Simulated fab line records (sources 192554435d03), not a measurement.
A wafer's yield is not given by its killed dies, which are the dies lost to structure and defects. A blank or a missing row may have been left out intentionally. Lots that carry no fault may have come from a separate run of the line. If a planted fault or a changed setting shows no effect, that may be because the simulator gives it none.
A struck lot beside a sound one / flow n5_finfet / 37 out of 1938 route steps
Sound: the wafers L583.3, L583.5, L583.6. Wafers struck: L590.2, L590.4, L590.6. The cause is named last.
Each step with rows lists, per side, the tool, then ch with its chambers, then its first start. Under that, the readings that differ: sound wafers / struck wafers / difference of the means / sigmas: that difference in standard deviations of wafers without a fault.
alike: same words and numbers on both sides, and readings whose means sit less than 2 such deviations apart. not compared: any withheld reading, any reading some wafer has no value for, any bound like >300 that may hide the same value, and any number with overlapping values for which the record gives no deviation.
Wherever a step has rows on one side only, a row that says differs or no value, or a row with sigmas, the two part there. Numbers that have no deviation but don't overlap get no sigmas and don't part them. A reading that every wafer of one side lacks parts them only if that side has two wafers or more.

first, 9 steps without rows for these wafers: N5_GATE_CUT_COAT_27 (time 60 s, resist thk 10 nm); N5_GATE_CUT_COAT_07 (resist thk 30 nm); N5_GATE_CUT_EBR_09; N5_GATE_CUT_SOFTBAKE_08 (time 60 s); N5_GATE_CUT_EXPOSE_10 (exposes mask GATE CUT, target cd 20 nm); N5_GATE_CUT_PEB_11 (peb time 60 s); N5_GATE_CUT_DEVELOP_12 (develop time 30 s); N5_GATE_CUT_DESCUM_18 (chemistry O2, time 7 s); N5_GATE_CUT_ETCH_28 (etches underlayer in N2/H2, target depth 13 nm, time 10.4 s).
N5_GATE_CUT_ETCH_36: etches SiARC in CF4, target depth 13 nm, time 21.7 s.
  sound on rie_diel-05 ch 0,1,2, day 7 14:40; struck on rie_diel-01 ch 1,3, day 9 08:17
reading=oes_product_au (a.u.); sound=0.63 0.63 0.59; struck=0.83 0.71 0.71; difference=+0.13; sigmas=+2
  alike: drypump_motor_current_A, etch_rf_on_time_s, rf_vpp_V, showerhead_plenum_p_Torr, throttle_valve_pct
  not compared: rf_hours_counter_h
then, 26 steps without rows for these wafers: N5_GATE_CUT_ETCH_37 (etches SOC in N2/H2, target depth 60 nm, overetch 12 nm, time 90 s); N5_GATE_CUT_STRIP_38 (strips in N2/H2); N5_GATE_CUT_STRIP_39 (strips in N2/H2); N5_GATE_CUT_HM_OPEN_40 (chemistry C4F6/O2, target SiO2, target depth 139 nm, time 85.1 s); N5_GATE_CUT_STRIP_41 (strips in CF4); N5_GATE_CUT_STRIP_42 (strips in O2); N5_GATE_CUT_ETCH_19 (etches SiNx in CH3F/O2, target depth 53.7 nm, time 76.7 s); N5_GATE_CUT_CUT_ETCH_53 (etches W in SF6/Cl2, target depth 79.2 nm); N5_GATE_CUT_CUT_ETCH_54 (etches TiN in Cl2/BCl3, target depth 96.7 nm); N5_GATE_CUT_CUT_ETCH_55 (etches HfO2 in BCl3, target depth 3.2 nm); N5_GATE_CUT_ETCH_47 (etches SiO2 in Cl2/BCl3, target depth 10 nm); N5_GATE_CUT_VAPOR_ETCH_48 (etches TiN in BCl3/Cl2); N5_GATE_CUT_VAPOR_ETCH_49 (etches TiAlC in BCl3/Cl2); N5_GATE_CUT_VAPOR_ETCH_51 (etches HfO2 in BCl3/Cl2); N5_GATE_CUT_STRIP_21 (strips in N2/H2, time 30 s); N5_GATE_CUT_STRIP_29 (strips in post etch residue remover, time 60 s); N5_GATE_CUT_SRD_52 (time 30 s); N5_GATE_CUT_ALD_22 (deposits SiNx, target thk 16 nm, pulse time 1 s, ald cycles 320); N5_GATE_CUT_CMP_23 (polishes, stops on SiO2, t overpolish 23.4 s, target thk 16 nm); N5_GATE_CUT_CMP_43 (polishes SiO2); N5_GATE_CUT_CMP_61 (polishes, stops on SiNx, t overpolish 3 s); N5_MOL_CONTACT_COAG_COAT_103 (time 60 s, resist thk 80 nm); N5_MOL_CONTACT_COAG_COAT_104 (time 60 s, resist thk 12 nm); N5_MOL_CONTACT_COAG_COAT_58 (time 60 s, resist thk 10 nm); N5_MOL_CONTACT_COAG_COAT_02 (resist thk 30 nm); N5_MOL_CONTACT_COAG_EBR_04.
-- the record jumps here: 9 days lie between the struck wafers' starts before and after (it left off in module MOL_CONTACT_COAG and takes up again in module PASSIVATION, whose first step shown is number 1936 of the route) --
N5_PASSIVATION_PROBE_49:
  sound on prober-01, day 16 20:48; struck on prober-02, day 18 09:50
reading=defect_limited_yield (%); sound=89.7 91.8 89.7; struck=86.7 83.8 82.1; difference=-6.2; sigmas=-4
reading=killed_at_front_end; sound=39 33 36; struck=94 135 142; difference=+88; sigmas=+9
reading=killed_dies; sound=121 97 122; struck=157 191 211; difference=+73; sigmas=+4
reading=sort_bin_5_function (%); sound=7.0 4.9 6.8; struck=8.8 9.9 11.3; difference=+3.8; sigmas=+4
reading=sort_bin_6_memory (%); sound=3.1 3.0 3.2; struck=3.6 4.5 5.1; difference=+1.3; sigmas=+2
  alike: killed_at_M0_to_M3, killed_at_M4_up, killed_at_contacts, killed_at_other, killed_open, killed_short, sort_bin_4_leakage, sort_bin_8_speed, sort_n_pass

## WHERE THEY PART
Earliest at N5_GATE_CUT_ETCH_36; latest, in this record, at N5_PASSIVATION_PROBE_49.

WHY: the cause the simulator had injected
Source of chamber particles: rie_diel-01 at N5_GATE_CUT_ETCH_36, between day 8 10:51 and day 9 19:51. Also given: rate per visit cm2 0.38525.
